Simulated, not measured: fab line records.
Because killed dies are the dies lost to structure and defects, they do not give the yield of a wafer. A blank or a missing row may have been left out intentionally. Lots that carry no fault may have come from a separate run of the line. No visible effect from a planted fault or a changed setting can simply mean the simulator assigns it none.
fab line records || flow n5_finfet || part 2 of 2: steps 15 to 25 of 25
[record] {"lots": 5, "wafers": 15, "last_day": 17}
route steps=1938 shown FIN_SAQP@132 FIN_CUT@154
lots untouched by any fault: they come from a run of this same line in which no faults occurred
start_h: hours from the record's opening day to when the first of the lot's shown wafers began || wait_h: hours since the lot's step before || " the same as in the row above || L1.1+2: a single row standing in for several wafers || - no value, or no start given || * or withheld: withheld || < > ~ a bound
route shown NAME@n: names a module that has steps shown in the file, with the first one's number in the route || usual: mean/standard deviation of fault-free wafers || same: alike in all rows || chamber/n: place in a boat || sites: per-site readings || _std_site: how widely they spread, as a standard deviation || _edge_site: outer sites' mean less inner sites' || radius_mm: for every site, how far away it sits from the centre of the wafer || mask NAME#n: copy n || behind: the tool/chamber that last shaped the wafer || hold: what put the lot on hold/how long, in hours/how the hold closed || device: transistor that didn't switch, given as n, p or np || end of line: the route-end tests of the same wafers || for a step that has no rows: nothing shown but its recipe || killed: not the wafer's yield, but the dies lost to structure and defects at the first sort || map: per-die view of a wafer (x killed, . not killed, _ where there is no die)
set.NAME: the setting as run; set.NAME@STEP: as run at that earlier step || model.NAME: the simulator's own value behind a step, which no gauge read
lots at selected steps of the route; one table per step, one row per wafer
services: a tool's chamber out of use, with start hour (start_h, from the record's first day; less than 0 if before it), hours out, and reason
[[steps]]
[step N5_FIN_SAQP_ETCH_64]
[recipe] {"chemistry": "CF4", "target": "SiO2", "target_depth_a": 15, "ion_energy_ev": 350, "pressure_mtorr": 10, "icp_w": 800, "bias_w": 400, "cf4_flow_sccm": 80}
[usual] {"cf4_flow_sccm": "79.98/0.24", "drypump_motor_current_A": "5.5/0.6", "oes_product_au": "1.005/0.021", "rf_fwd_power_W": "784/4.5", "throttle_valve_pct": "21.85/0.26"}
{"lot.wafer": "L074.1", "tool": "rie_si-05", "chamber": 1, "start_h": 26.90, "wait_h": 0.0, "cf4_flow_sccm": 79.97, "drypump_motor_current_A": 4.9, "oes_product_au": 1.018, "rf_fwd_power_W": 778, "rf_hours_counter_h": 43, "throttle_valve_pct": 22.09}
{"lot.wafer": "L074.4", "tool": "rie_si-05", "chamber": 2, "start_h": 26.90, "wait_h": 0.0, "cf4_flow_sccm": 79.98, "drypump_motor_current_A": 6.3, "oes_product_au": 0.983, "rf_fwd_power_W": 779, "rf_hours_counter_h": 92, "throttle_valve_pct": 21.49}
{"lot.wafer": "L074.5", "tool": "rie_si-05", "chamber": 1, "start_h": 26.90, "wait_h": 0.0, "cf4_flow_sccm": 79.91, "drypump_motor_current_A": 4.9, "oes_product_au": 1.013, "rf_fwd_power_W": 780, "rf_hours_counter_h": "-", "throttle_valve_pct": 22.09}
{"lot.wafer": "L075.1", "tool": "rie_si-02", "chamber": 0, "start_h": 32.95, "wait_h": 0.0, "cf4_flow_sccm": 80.15, "drypump_motor_current_A": 5.0, "oes_product_au": 0.973, "rf_fwd_power_W": 782, "rf_hours_counter_h": 5, "throttle_valve_pct": 22.03}
{"lot.wafer": "L075.3", "tool": "rie_si-02", "chamber": 3, "start_h": 32.95, "wait_h": 0.0, "cf4_flow_sccm": 79.70, "drypump_motor_current_A": 6.0, "oes_product_au": 1.019, "rf_fwd_power_W": 793, "rf_hours_counter_h": 7, "throttle_valve_pct": 22.07}
{"lot.wafer": "L075.4", "tool": "rie_si-02", "chamber": 2, "start_h": 32.95, "wait_h": 0.0, "cf4_flow_sccm": 79.80, "drypump_motor_current_A": 6.4, "oes_product_au": 1.045, "rf_fwd_power_W": 785, "rf_hours_counter_h": 59, "throttle_valve_pct": 21.61}
{"lot.wafer": "L087.1", "tool": "rie_si-05", "chamber": 2, "start_h": 105.79, "wait_h": 0.0, "cf4_flow_sccm": 79.78, "drypump_motor_current_A": 6.3, "oes_product_au": 0.975, "rf_fwd_power_W": 779, "rf_hours_counter_h": 94, "throttle_valve_pct": 21.49}
{"lot.wafer": "L087.2", "tool": "rie_si-05", "chamber": 3, "start_h": 105.79, "wait_h": 0.0, "cf4_flow_sccm": 79.93, "drypump_motor_current_A": 5.6, "oes_product_au": 1.007, "rf_fwd_power_W": 781, "rf_hours_counter_h": 90, "throttle_valve_pct": 22.13}
{"lot.wafer": "L087.5", "tool": "rie_si-05", "chamber": 3, "start_h": 105.79, "wait_h": 0.0, "cf4_flow_sccm": 80.02, "drypump_motor_current_A": 5.6, "oes_product_au": 1.008, "rf_fwd_power_W": 783, "rf_hours_counter_h": "-", "throttle_valve_pct": 22.13}
{"lot.wafer": "L089.3", "tool": "rie_si-05", "chamber": 0, "start_h": 117.47, "wait_h": 0.0, "cf4_flow_sccm": 80.51, "drypump_motor_current_A": 4.9, "oes_product_au": 0.993, "rf_fwd_power_W": 778, "rf_hours_counter_h": 36, "throttle_valve_pct": 21.50}
{"lot.wafer": "L089.5", "tool": "rie_si-05", "chamber": 1, "start_h": 117.47, "wait_h": 0.0, "cf4_flow_sccm": 80.02, "drypump_motor_current_A": 4.9, "oes_product_au": 1.005, "rf_fwd_power_W": 781, "rf_hours_counter_h": "-", "throttle_valve_pct": 22.11}
{"lot.wafer": "L089.6", "tool": "rie_si-05", "chamber": 0, "start_h": 117.47, "wait_h": 0.0, "cf4_flow_sccm": 80.34, "drypump_motor_current_A": 5.0, "oes_product_au": 0.997, "rf_fwd_power_W": 781, "rf_hours_counter_h": "-", "throttle_valve_pct": 21.49}
{"lot.wafer": "L096.1", "tool": "rie_si-02", "chamber": 0, "start_h": 158.05, "wait_h": 0.0, "cf4_flow_sccm": 79.35, "drypump_motor_current_A": 4.9, "oes_product_au": 0.972, "rf_fwd_power_W": 783, "rf_hours_counter_h": 8, "throttle_valve_pct": 22.02}
{"lot.wafer": "L096.5", "tool": "rie_si-02", "chamber": 2, "start_h": 158.05, "wait_h": 0.0, "cf4_flow_sccm": 79.97, "drypump_motor_current_A": 6.4, "oes_product_au": 1.036, "rf_fwd_power_W": 790, "rf_hours_counter_h": "-", "throttle_valve_pct": 21.61}
{"lot.wafer": "L096.6", "tool": "rie_si-02", "chamber": 1, "start_h": 158.05, "wait_h": 0.0, "cf4_flow_sccm": 80.30, "drypump_motor_current_A": 5.1, "oes_product_au": 1.021, "rf_fwd_power_W": 785, "rf_hours_counter_h": "-", "throttle_valve_pct": 22.05}
[step N5_FIN_SAQP_FIN_ETCH_36]
[recipe] {"chemistry": "HBr/Cl2/O2", "target_depth_a": 1200, "mask_material": "SiNx", "time_s": 50.4, "bias_w": 102, "pressure_mtorr": 10, "icp_w": 800, "HBr_flow_sccm": 150, "Cl2_flow_sccm": 80, "O2_flow_sccm": 12}
[usual] {"drypump_motor_current_A": "5.5/0.6", "oes_product_au": "1.006/0.017", "rf_fwd_power_W": "796.4/2.8", "throttle_valve_pct": "36.1/0.33"}
[same] {"time_s": 50.4}
{"lot.wafer": "L074.1", "tool": "rie_si-05", "chamber": 1, "start_h": 26.92, "wait_h": 0.0, "drypump_motor_current_A": 4.9, "oes_product_au": 1.010, "rf_fwd_power_W": 794.1, "rf_hours_counter_h": 43, "throttle_valve_pct": 36.7}
{"lot.wafer": "L074.4", "tool": "rie_si-05", "chamber": 2, "start_h": 26.92, "wait_h": 0.0, "drypump_motor_current_A": 6.2, "oes_product_au": 0.988, "rf_fwd_power_W": 795.3, "rf_hours_counter_h": 92, "throttle_valve_pct": 35.7}
{"lot.wafer": "L074.5", "tool": "rie_si-05", "chamber": 1, "start_h": 26.92, "wait_h": 0.0, "drypump_motor_current_A": 4.9, "oes_product_au": 1.014, "rf_fwd_power_W": 796.5, "rf_hours_counter_h": "-", "throttle_valve_pct": 36.7}
{"lot.wafer": "L075.1", "tool": "rie_si-02", "chamber": 0, "start_h": 32.97, "wait_h": 0.0, "drypump_motor_current_A": 4.9, "oes_product_au": 0.977, "rf_fwd_power_W": 792.9, "rf_hours_counter_h": 5, "throttle_valve_pct": 36.6}
{"lot.wafer": "L075.3", "tool": "rie_si-02", "chamber": 3, "start_h": 32.97, "wait_h": 0.0, "drypump_motor_current_A": 6.0, "oes_product_au": 1.023, "rf_fwd_power_W": 797.4, "rf_hours_counter_h": 7, "throttle_valve_pct": 36.4}
{"lot.wafer": "L075.4", "tool": "rie_si-02", "chamber": 2, "start_h": 32.97, "wait_h": 0.0, "drypump_motor_current_A": 6.4, "oes_product_au": 1.028, "rf_fwd_power_W": 798.1, "rf_hours_counter_h": 59, "throttle_valve_pct": 36.0}
{"lot.wafer": "L087.1", "tool": "rie_si-05", "chamber": 2, "start_h": 105.81, "wait_h": 0.0, "drypump_motor_current_A": 6.2, "oes_product_au": 0.978, "rf_fwd_power_W": 796.2, "rf_hours_counter_h": 94, "throttle_valve_pct": 35.7}
{"lot.wafer": "L087.2", "tool": "rie_si-05", "chamber": 3, "start_h": 105.81, "wait_h": 0.0, "drypump_motor_current_A": 5.6, "oes_product_au": 1.000, "rf_fwd_power_W": 794.3, "rf_hours_counter_h": 90, "throttle_valve_pct": 36.4}
{"lot.wafer": "L087.5", "tool": "rie_si-05", "chamber": 3, "start_h": 105.81, "wait_h": 0.0, "drypump_motor_current_A": 5.6, "oes_product_au": 1.012, "rf_fwd_power_W": 798.1, "rf_hours_counter_h": "-", "throttle_valve_pct": 36.3}
{"lot.wafer": "L089.3", "tool": "rie_si-05", "chamber": 0, "start_h": 117.49, "wait_h": 0.0, "drypump_motor_current_A": 4.9, "oes_product_au": 1.010, "rf_fwd_power_W": 794.6, "rf_hours_counter_h": 37, "throttle_valve_pct": 35.8}
{"lot.wafer": "L089.5", "tool": "rie_si-05", "chamber": 1, "start_h": 117.49, "wait_h": 0.0, "drypump_motor_current_A": 4.9, "oes_product_au": 1.015, "rf_fwd_power_W": 798.0, "rf_hours_counter_h": "-", "throttle_valve_pct": 36.7}
{"lot.wafer": "L089.6", "tool": "rie_si-05", "chamber": 0, "start_h": 117.49, "wait_h": 0.0, "drypump_motor_current_A": 4.9, "oes_product_au": 1.009, "rf_fwd_power_W": 795.6, "rf_hours_counter_h": "-", "throttle_valve_pct": 35.8}
{"lot.wafer": "L096.1", "tool": "rie_si-02", "chamber": 0, "start_h": 158.07, "wait_h": 0.0, "drypump_motor_current_A": 4.9, "oes_product_au": 0.974, "rf_fwd_power_W": 796.4, "rf_hours_counter_h": 8, "throttle_valve_pct": 36.7}
{"lot.wafer": "L096.5", "tool": "rie_si-02", "chamber": 2, "start_h": 158.07, "wait_h": 0.0, "drypump_motor_current_A": 6.4, "oes_product_au": 1.024, "rf_fwd_power_W": 797.1, "rf_hours_counter_h": "-", "throttle_valve_pct": 36.0}
{"lot.wafer": "L096.6", "tool": "rie_si-02", "chamber": 1, "start_h": 158.07, "wait_h": 0.0, "drypump_motor_current_A": 5.1, "oes_product_au": 1.025, "rf_fwd_power_W": 798.6, "rf_hours_counter_h": "-", "throttle_valve_pct": 36.1}
[step N5_FIN_SAQP_CD_MEAS_37]
[recipe] {"target_cd_nm": 8, "polarity": "line"}
[usual] {"cd_nm": "8.10/0.25"}
{"lot.wafer": "L074.1", "tool": "cd_sem-03", "chamber": "-", "start_h": 27.05, "wait_h": 0.1, "cd_nm": 8.02}
{"lot.wafer": "L074.4", "tool": "cd_sem-03", "chamber": "-", "start_h": 27.05, "wait_h": 0.1, "cd_nm": 8.20}
{"lot.wafer": "L074.5", "tool": "cd_sem-03", "chamber": "-", "start_h": 27.05, "wait_h": 0.1, "cd_nm": 7.75}
{"lot.wafer": "L075.1", "tool": "cd_sem-02", "chamber": "-", "start_h": 33.09, "wait_h": 0.1, "cd_nm": 7.72}
{"lot.wafer": "L075.3", "tool": "cd_sem-02", "chamber": "-", "start_h": 33.09, "wait_h": 0.1, "cd_nm": 7.91}
{"lot.wafer": "L075.4", "tool": "cd_sem-02", "chamber": "-", "start_h": 33.09, "wait_h": 0.1, "cd_nm": 7.66}
{"lot.wafer": "L087.1", "tool": "cd_sem-03", "chamber": "-", "start_h": 105.93, "wait_h": 0.1, "cd_nm": 8.13}
{"lot.wafer": "L087.2", "tool": "cd_sem-03", "chamber": "-", "start_h": 105.93, "wait_h": 0.1, "cd_nm": 8.68}
{"lot.wafer": "L087.5", "tool": "cd_sem-03", "chamber": "-", "start_h": 105.93, "wait_h": 0.1, "cd_nm": 8.22}
{"lot.wafer": "L089.3", "tool": "cd_sem-01", "chamber": "-", "start_h": 117.61, "wait_h": 0.1, "cd_nm": 8.06}
{"lot.wafer": "L089.5", "tool": "cd_sem-01", "chamber": "-", "start_h": 117.61, "wait_h": 0.1, "cd_nm": 8.07}
{"lot.wafer": "L089.6", "tool": "cd_sem-01", "chamber": "-", "start_h": 117.61, "wait_h": 0.1, "cd_nm": 8.07}
{"lot.wafer": "L096.1", "tool": "cd_sem-03", "chamber": "-", "start_h": 158.19, "wait_h": 0.1, "cd_nm": 7.83}
{"lot.wafer": "L096.5", "tool": "cd_sem-03", "chamber": "-", "start_h": 158.19, "wait_h": 0.1, "cd_nm": 7.41}
{"lot.wafer": "L096.6", "tool": "cd_sem-03", "chamber": "-", "start_h": 158.19, "wait_h": 0.1, "cd_nm": 7.80}
[step N5_FIN_SAQP_PRECLEAN_38]
[recipe] {"chemistry": "O3/DIW", "time_s": 45, "temp_c": 22, "o3_ppm": 10}
[same] {"time_s": 45}
{"lot.wafer": "L074.1+4+5", "tool": "wet_bench-03", "chamber": "5,1,2", "start_h": 27.10, "wait_h": 0.1}
{"lot.wafer": "L075.1+3+4", "tool": "wet_bench-03", "chamber": "6,7,0", "start_h": 33.13, "wait_h": 0.0}
{"lot.wafer": "L087.1+2+5", "tool": "wet_bench-01", "chamber": "5,1,2", "start_h": 105.97, "wait_h": 0.0}
{"lot.wafer": "L089.3+5+6", "tool": "wet_bench-02", "chamber": "0,5,4", "start_h": 117.65, "wait_h": 0.0}
{"lot.wafer": "L096.1+5+6", "tool": "wet_bench-01", "chamber": "6,0,3", "start_h": 158.24, "wait_h": 0.0}
[step N5_FIN_SAQP_PRECLEAN_45]
[recipe] {"chemistry": "dHF", "time_s": 10, "dilution": "500:1", "temp_c": 25}
[same] {"time_s": 10}
{"lot.wafer": "L074.1+4+5", "tool": "wet_bench-03", "chamber": "5,1,2", "start_h": 27.12, "wait_h": 0.0}
{"lot.wafer": "L075.1+3+4", "tool": "wet_bench-03", "chamber": "6,7,0", "start_h": 33.14, "wait_h": 0.0}
{"lot.wafer": "L087.1+2+5", "tool": "wet_bench-01", "chamber": "5,1,2", "start_h": 105.99, "wait_h": 0.0}
{"lot.wafer": "L089.3+5+6", "tool": "wet_bench-02", "chamber": "0,5,4", "start_h": 117.67, "wait_h": 0.0}
{"lot.wafer": "L096.1+5+6", "tool": "wet_bench-01", "chamber": "6,0,3", "start_h": 158.26, "wait_h": 0.0}
[step N5_FIN_SAQP_SRD_39]
[recipe] {"dry": "ipa_marangoni", "time_s": 30, "temp_c": 23, "rinse_liquid": "diw"}
[same] {"time_s": 30}
{"lot.wafer": "L074.1+4+5", "tool": "wet_bench-03", "chamber": "5,1,2", "start_h": 27.12, "wait_h": 0.0}
{"lot.wafer": "L075.1+3+4", "tool": "wet_bench-03", "chamber": "6,7,0", "start_h": 33.15, "wait_h": 0.0}
{"lot.wafer": "L087.1+2+5", "tool": "wet_bench-01", "chamber": "5,1,2", "start_h": 105.99, "wait_h": 0.0}
{"lot.wafer": "L089.3+5+6", "tool": "wet_bench-02", "chamber": "0,5,4", "start_h": 117.67, "wait_h": 0.0}
{"lot.wafer": "L096.1+5+6", "tool": "wet_bench-01", "chamber": "6,0,3", "start_h": 158.26, "wait_h": 0.0}
[step N5_FIN_SAQP_OCD_MEAS_76]
[usual] {"trench_depth_nm": "120.2/2.2"}
{"lot.wafer": "L074.1", "tool": "ocd-02", "chamber": "-", "start_h": 27.16, "wait_h": 0.0, "trench_depth_nm": 119.2}
{"lot.wafer": "L074.4", "tool": "ocd-02", "chamber": "-", "start_h": 27.16, "wait_h": 0.0, "trench_depth_nm": 117.5}
{"lot.wafer": "L074.5", "tool": "ocd-02", "chamber": "-", "start_h": 27.16, "wait_h": 0.0, "trench_depth_nm": 119.2}
{"lot.wafer": "L075.1", "tool": "ocd-01", "chamber": "-", "start_h": 33.19, "wait_h": 0.0, "trench_depth_nm": 120.0}
{"lot.wafer": "L075.3", "tool": "ocd-01", "chamber": "-", "start_h": 33.19, "wait_h": 0.0, "trench_depth_nm": 123.0}
{"lot.wafer": "L075.4", "tool": "ocd-01", "chamber": "-", "start_h": 33.19, "wait_h": 0.0, "trench_depth_nm": 124.3}
{"lot.wafer": "L087.1", "tool": "ocd-02", "chamber": "-", "start_h": 106.03, "wait_h": 0.0, "trench_depth_nm": 117.6}
{"lot.wafer": "L087.2", "tool": "ocd-02", "chamber": "-", "start_h": 106.03, "wait_h": 0.0, "trench_depth_nm": 120.8}
{"lot.wafer": "L087.5", "tool": "ocd-02", "chamber": "-", "start_h": 106.03, "wait_h": 0.0, "trench_depth_nm": 121.2}
{"lot.wafer": "L089.3", "tool": "ocd-01", "chamber": "-", "start_h": 117.71, "wait_h": 0.0, "trench_depth_nm": 117.6}
{"lot.wafer": "L089.5", "tool": "ocd-01", "chamber": "-", "start_h": 117.71, "wait_h": 0.0, "trench_depth_nm": 119.7}
{"lot.wafer": "L089.6", "tool": "ocd-01", "chamber": "-", "start_h": 117.71, "wait_h": 0.0, "trench_depth_nm": 119.4}
{"lot.wafer": "L096.1", "tool": "ocd-01", "chamber": "-", "start_h": 158.30, "wait_h": 0.0, "trench_depth_nm": 118.1}
{"lot.wafer": "L096.5", "tool": "ocd-01", "chamber": "-", "start_h": 158.30, "wait_h": 0.0, "trench_depth_nm": 123.2}
{"lot.wafer": "L096.6", "tool": "ocd-01", "chamber": "-", "start_h": 158.30, "wait_h": 0.0, "trench_depth_nm": 121.7}
[step N5_FIN_SAQP_INSPECT_40]
[recipe] {"inspect_instrument": "brightfield", "mode": "aei"}
[usual] {"raw_defect_count": "227/63"}
{"lot.wafer": "L074.1", "tool": "defect_inspect-02", "chamber": "-", "start_h": 27.19, "wait_h": 0.0, "raw_defect_count": 242}
{"lot.wafer": "L074.4", "tool": "defect_inspect-02", "chamber": "-", "start_h": 27.19, "wait_h": 0.0, "raw_defect_count": 196}
{"lot.wafer": "L074.5", "tool": "defect_inspect-02", "chamber": "-", "start_h": 27.19, "wait_h": 0.0, "raw_defect_count": 189}
{"lot.wafer": "L075.1", "tool": "defect_inspect-01", "chamber": "-", "start_h": 33.22, "wait_h": 0.0, "raw_defect_count": 199}
{"lot.wafer": "L075.3", "tool": "defect_inspect-01", "chamber": "-", "start_h": 33.22, "wait_h": 0.0, "raw_defect_count": 221}
{"lot.wafer": "L075.4", "tool": "defect_inspect-01", "chamber": "-", "start_h": 33.22, "wait_h": 0.0, "raw_defect_count": 248}
{"lot.wafer": "L087.1", "tool": "defect_inspect-02", "chamber": "-", "start_h": 106.06, "wait_h": 0.0, "raw_defect_count": 170}
{"lot.wafer": "L087.2", "tool": "defect_inspect-02", "chamber": "-", "start_h": 106.06, "wait_h": 0.0, "raw_defect_count": 136}
{"lot.wafer": "L087.5", "tool": "defect_inspect-02", "chamber": "-", "start_h": 106.06, "wait_h": 0.0, "raw_defect_count": 159}
{"lot.wafer": "L089.3", "tool": "defect_inspect-01", "chamber": "-", "start_h": 117.74, "wait_h": 0.0, "raw_defect_count": 232}
{"lot.wafer": "L089.5", "tool": "defect_inspect-01", "chamber": "-", "start_h": 117.74, "wait_h": 0.0, "raw_defect_count": 225}
{"lot.wafer": "L089.6", "tool": "defect_inspect-01", "chamber": "-", "start_h": 117.74, "wait_h": 0.0, "raw_defect_count": 183}
{"lot.wafer": "L096.1", "tool": "defect_inspect-01", "chamber": "-", "start_h": 158.33, "wait_h": 0.0, "raw_defect_count": 198}
{"lot.wafer": "L096.5", "tool": "defect_inspect-01", "chamber": "-", "start_h": 158.33, "wait_h": 0.0, "raw_defect_count": 202}
{"lot.wafer": "L096.6", "tool": "defect_inspect-01", "chamber": "-", "start_h": 158.33, "wait_h": 0.0, "raw_defect_count": 183}
[step N5_FIN_CUT_COAT_18]
[recipe] {"resist": "SOC", "temp_c": 250, "time_s": 60, "spin_rpm": 1500, "resist_thk_nm": 230}
[usual] {"heater_power_total_W": "500.2/1.8"}
[same] {"time_s": 60}
{"lot.wafer": "L074.1", "tool": "litho_track-03", "chamber": 0, "start_h": 27.23, "wait_h": 0.0, "heater_power_total_W": 501.0}
{"lot.wafer": "L074.4", "tool": "litho_track-03", "chamber": 0, "start_h": 27.23, "wait_h": 0.0, "heater_power_total_W": 498.5}
{"lot.wafer": "L074.5", "tool": "litho_track-03", "chamber": 0, "start_h": 27.23, "wait_h": 0.0, "heater_power_total_W": 502.7}
{"lot.wafer": "L075.1", "tool": "litho_track-03", "chamber": 0, "start_h": 33.25, "wait_h": 0.0, "heater_power_total_W": 500.0}
{"lot.wafer": "L075.3", "tool": "litho_track-03", "chamber": 0, "start_h": 33.25, "wait_h": 0.0, "heater_power_total_W": 503.3}
{"lot.wafer": "L075.4", "tool": "litho_track-03", "chamber": 0, "start_h": 33.25, "wait_h": 0.0, "heater_power_total_W": 498.3}
{"lot.wafer": "L087.1", "tool": "litho_track-05", "chamber": 0, "start_h": 106.09, "wait_h": 0.0, "heater_power_total_W": 502.5}
{"lot.wafer": "L087.2", "tool": "litho_track-05", "chamber": 0, "start_h": 106.09, "wait_h": 0.0, "heater_power_total_W": 502.6}
{"lot.wafer": "L087.5", "tool": "litho_track-05", "chamber": 0, "start_h": 106.09, "wait_h": 0.0, "heater_power_total_W": 499.6}
{"lot.wafer": "L089.3", "tool": "litho_track-01", "chamber": 0, "start_h": 117.77, "wait_h": 0.0, "heater_power_total_W": 502.6}
{"lot.wafer": "L089.5", "tool": "litho_track-01", "chamber": 0, "start_h": 117.77, "wait_h": 0.0, "heater_power_total_W": 498.3}
{"lot.wafer": "L089.6", "tool": "litho_track-01", "chamber": 0, "start_h": 117.77, "wait_h": 0.0, "heater_power_total_W": 498.0}
{"lot.wafer": "L096.1", "tool": "litho_track-01", "chamber": 0, "start_h": 158.36, "wait_h": 0.0, "heater_power_total_W": 497.9}
{"lot.wafer": "L096.5", "tool": "litho_track-01", "chamber": 0, "start_h": 158.36, "wait_h": 0.0, "heater_power_total_W": 502.2}
{"lot.wafer": "L096.6", "tool": "litho_track-01", "chamber": 0, "start_h": 158.36, "wait_h": 0.0, "heater_power_total_W": 499.6}
[step N5_FIN_CUT_COAT_19]
[recipe] {"resist": "SiARC", "temp_c": 220, "time_s": 60, "spin_rpm": 1500, "resist_thk_nm": 20}
[usual] {"heater_power_total_W": "427.7/2.1"}
[same] {"time_s": 60}
{"lot.wafer": "L074.1", "tool": "litho_track-03", "chamber": 0, "start_h": "-", "wait_h": "-", "heater_power_total_W": 427.3}
{"lot.wafer": "L074.4", "tool": "litho_track-03", "chamber": 0, "start_h": "-", "wait_h": "-", "heater_power_total_W": 429.1}
{"lot.wafer": "L074.5", "tool": "litho_track-03", "chamber": 0, "start_h": "-", "wait_h": "-", "heater_power_total_W": 426.8}
{"lot.wafer": "L075.1", "tool": "litho_track-03", "chamber": 0, "start_h": "-", "wait_h": "-", "heater_power_total_W": 426.5}
{"lot.wafer": "L075.3", "tool": "litho_track-03", "chamber": 0, "start_h": "-", "wait_h": "-", "heater_power_total_W": 427.7}
{"lot.wafer": "L075.4", "tool": "litho_track-03", "chamber": 0, "start_h": "-", "wait_h": "-", "heater_power_total_W": 430.3}
{"lot.wafer": "L087.1", "tool": "litho_track-05", "chamber": 0, "start_h": "-", "wait_h": "-", "heater_power_total_W": 430.2}
{"lot.wafer": "L087.2", "tool": "litho_track-05", "chamber": 0, "start_h": "-", "wait_h": "-", "heater_power_total_W": 430.0}
{"lot.wafer": "L087.5", "tool": "litho_track-05", "chamber": 0, "start_h": "-", "wait_h": "-", "heater_power_total_W": 430.5}
{"lot.wafer": "L089.3", "tool": "litho_track-01", "chamber": 0, "start_h": "-", "wait_h": "-", "heater_power_total_W": 427.5}
{"lot.wafer": "L089.5", "tool": "litho_track-01", "chamber": 0, "start_h": "-", "wait_h": "-", "heater_power_total_W": 429.6}
{"lot.wafer": "L089.6", "tool": "litho_track-01", "chamber": 0, "start_h": "-", "wait_h": "-", "heater_power_total_W": 426.4}
{"lot.wafer": "L096.1", "tool": "litho_track-01", "chamber": 0, "start_h": "-", "wait_h": "-", "heater_power_total_W": 427.8}
{"lot.wafer": "L096.5", "tool": "litho_track-01", "chamber": 0, "start_h": "-", "wait_h": "-", "heater_power_total_W": 424.8}
{"lot.wafer": "L096.6", "tool": "litho_track-01", "chamber": 0, "start_h": "-", "wait_h": "-", "heater_power_total_W": 426.3}
[step N5_FIN_CUT_COAT_29]
[recipe] {"resist": "underlayer", "temp_c": 205, "time_s": 60, "spin_rpm": 1500, "resist_thk_nm": 10}
[usual] {"heater_power_total_W": "391.6/1.4"}
[same] {"time_s": 60}
{"lot.wafer": "L074.1", "tool": "litho_track-03", "chamber": 0, "start_h": "-", "wait_h": "-", "heater_power_total_W": 394.0}
{"lot.wafer": "L074.4", "tool": "litho_track-03", "chamber": 0, "start_h": "-", "wait_h": "-", "heater_power_total_W": 393.0}
{"lot.wafer": "L074.5", "tool": "litho_track-03", "chamber": 0, "start_h": "-", "wait_h": "-", "heater_power_total_W": 390.9}
{"lot.wafer": "L075.1", "tool": "litho_track-03", "chamber": 0, "start_h": "-", "wait_h": "-", "heater_power_total_W": 390.5}
{"lot.wafer": "L075.3", "tool": "litho_track-03", "chamber": 0, "start_h": "-", "wait_h": "-", "heater_power_total_W": 392.0}
{"lot.wafer": "L075.4", "tool": "litho_track-03", "chamber": 0, "start_h": "-", "wait_h": "-", "heater_power_total_W": 392.9}
{"lot.wafer": "L087.1", "tool": "litho_track-05", "chamber": 0, "start_h": "-", "wait_h": "-", "heater_power_total_W": 393.5}
{"lot.wafer": "L087.2", "tool": "litho_track-05", "chamber": 0, "start_h": "-", "wait_h": "-", "heater_power_total_W": 392.8}
{"lot.wafer": "L087.5", "tool": "litho_track-05", "chamber": 0, "start_h": "-", "wait_h": "-", "heater_power_total_W": 391.9}
{"lot.wafer": "L089.3", "tool": "litho_track-01", "chamber": 0, "start_h": "-", "wait_h": "-", "heater_power_total_W": 392.7}
{"lot.wafer": "L089.5", "tool": "litho_track-01", "chamber": 0, "start_h": "-", "wait_h": "-", "heater_power_total_W": 391.9}
{"lot.wafer": "L089.6", "tool": "litho_track-01", "chamber": 0, "start_h": "-", "wait_h": "-", "heater_power_total_W": 389.8}
{"lot.wafer": "L096.1", "tool": "litho_track-01", "chamber": 0, "start_h": "-", "wait_h": "-", "heater_power_total_W": 392.2}
{"lot.wafer": "L096.5", "tool": "litho_track-01", "chamber": 0, "start_h": "-", "wait_h": "-", "heater_power_total_W": 393.4}
{"lot.wafer": "L096.6", "tool": "litho_track-01", "chamber": 0, "start_h": "-", "wait_h": "-", "heater_power_total_W": 390.0}
[[services]]
{"tool": "rie_si-05", "chamber": "-", "start_h": 4.01, "hours": 0.3, "kind": "repair"}
{"tool": "rie_diel-06", "chamber": 3, "start_h": 4.61, "hours": 5.3, "kind": "repair"}
{"tool": "vapor_etch-01", "chamber": "-", "start_h": 18.09, "hours": 0.8, "kind": "repair"}
{"tool": "rie_diel-03", "chamber": 1, "start_h": 18.59, "hours": 3.5, "kind": "repair"}
{"tool": "rie_si-04", "chamber": 2, "start_h": 31.88, "hours": 14.7, "kind": "repair"}
{"tool": "ald_sin-02", "chamber": 0, "start_h": 40.03, "hours": 8.5, "kind": "repair"}
{"tool": "ald_sin-04", "chamber": 2, "start_h": 41.38, "hours": 2.8, "kind": "repair"}
{"tool": "rie_diel-03", "chamber": 0, "start_h": 41.90, "hours": 2.2, "kind": "repair"}
{"tool": "ald_sin-02", "chamber": "-", "start_h": 47.99, "hours": 28.1, "kind": "pm"}
{"tool": "rie_diel-06", "chamber": 1, "start_h": 62.37, "hours": "-", "kind": "clean"}
{"tool": "rie_diel-06", "chamber": 1, "start_h": 62.37, "hours": "-", "kind": "consumable_replace:focus_ring"}
{"tool": "rie_diel-06", "chamber": 2, "start_h": 78.60, "hours": 4.3, "kind": "repair"}
{"tool": "rie_diel-01", "chamber": 3, "start_h": 80.46, "hours": 4.2, "kind": "repair"}
{"tool": "rie_si-05", "chamber": 1, "start_h": 85.21, "hours": 22.8, "kind": "repair"}
{"tool": "rie_diel-03", "chamber": 2, "start_h": 91.31, "hours": 7.1, "kind": "repair"}
{"tool": "ald_sin-04", "chamber": 1, "start_h": 91.70, "hours": 3.7, "kind": "repair"}
{"tool": "rie_diel-03", "chamber": "-", "start_h": 111.30, "hours": 2.4, "kind": "repair"}
{"tool": "vapor_etch-01", "chamber": "-", "start_h": 117.81, "hours": 0.3, "kind": "repair"}
{"tool": "rie_si-05", "chamber": 2, "start_h": 131.94, "hours": 12.4, "kind": "repair"}
{"tool": "rie_diel-06", "chamber": 1, "start_h": 132.23, "hours": 6.0, "kind": "repair"}
{"tool": "rie_diel-06", "chamber": 0, "start_h": 133.63, "hours": 5.5, "kind": "repair"}
{"tool": "rie_diel-06", "chamber": "-", "start_h": 139.31, "hours": 0.5, "kind": "repair"}
{"tool": "ald_sin-02", "chamber": "-", "start_h": 139.72, "hours": 0.6, "kind": "repair"}
{"tool": "rie_diel-06", "chamber": 3, "start_h": 155.87, "hours": 5.8, "kind": "repair"}
